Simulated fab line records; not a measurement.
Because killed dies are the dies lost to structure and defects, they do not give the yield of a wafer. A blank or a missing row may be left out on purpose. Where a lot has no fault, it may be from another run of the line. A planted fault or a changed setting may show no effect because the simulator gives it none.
Chamber matching / flow nand harc / rie diel-04 running NHARC_A_STAIRCASE_DESCUM_168: 4 sister chambers
The step chemistry O2, time 3 s. 4 wafers are shown with their chamber, then 8 later ones without.

WAFERS, EACH WITH ITS CHAMBER
wafer=L083.6; chamber=0; oes product au (a.u.)=0.992
wafer=L086.3; chamber=2; oes product au (a.u.)=0.996
wafer=L086.6; chamber=3; oes product au (a.u.)=0.993
wafer=L086.1; chamber=1; oes product au (a.u.)=1.008

WAFERS WHOSE CHAMBER IS MISSING
wafer=L086.2; oes product au (a.u.)=0.983
wafer=L086.5; oes product au (a.u.)=0.992
wafer=L096.2; oes product au (a.u.)=0.995
wafer=L096.5; oes product au (a.u.)=1.002
wafer=L096.6; oes product au (a.u.)=0.994
wafer=L095.1; oes product au (a.u.)=0.998
wafer=L095.2; oes product au (a.u.)=0.997
wafer=L095.6; oes product au (a.u.)=0.989

CHAMBER TAKEN BY EACH
wafer=L086.2; from the rows above=can't be placed: 0 or 3 or 2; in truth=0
wafer=L086.5; from the rows above=can't be placed: 0 or 3 or 2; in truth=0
wafer=L096.2; from the rows above=can't be placed: 2 or 3 or 0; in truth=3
wafer=L096.5; from the rows above=can't be placed: 1 or 2 or 3 or 0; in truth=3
wafer=L096.6; from the rows above=can't be placed: 3 or 0 or 2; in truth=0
wafer=L095.1; from the rows above=can't be placed: 2 or 3 or 0 or 1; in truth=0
wafer=L095.2; from the rows above=can't be placed: 2 or 3 or 0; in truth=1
wafer=L095.6; from the rows above=can't be placed: 0 or 3 or 2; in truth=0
0 of 8 placed correctly. Can't be placed from these rows: 8 (the true chamber is among the candidates in 7). Placed wrongly: 0.
How it was worked out, from the rows above alone: a wafer's distance from a chamber is the root of the sum, over the readings, of the square of ((its reading less the chamber's mean) divided by the reading's scatter). The wafer belongs to the nearest chamber; if the next one is less than 2 further off, it can't be placed. For every chamber, the mean is computed from those of its wafers that are shown. The scatter: with one shown wafer a chamber, the root of the mean of the squares of how far each hidden wafer lies from its nearest shown one.
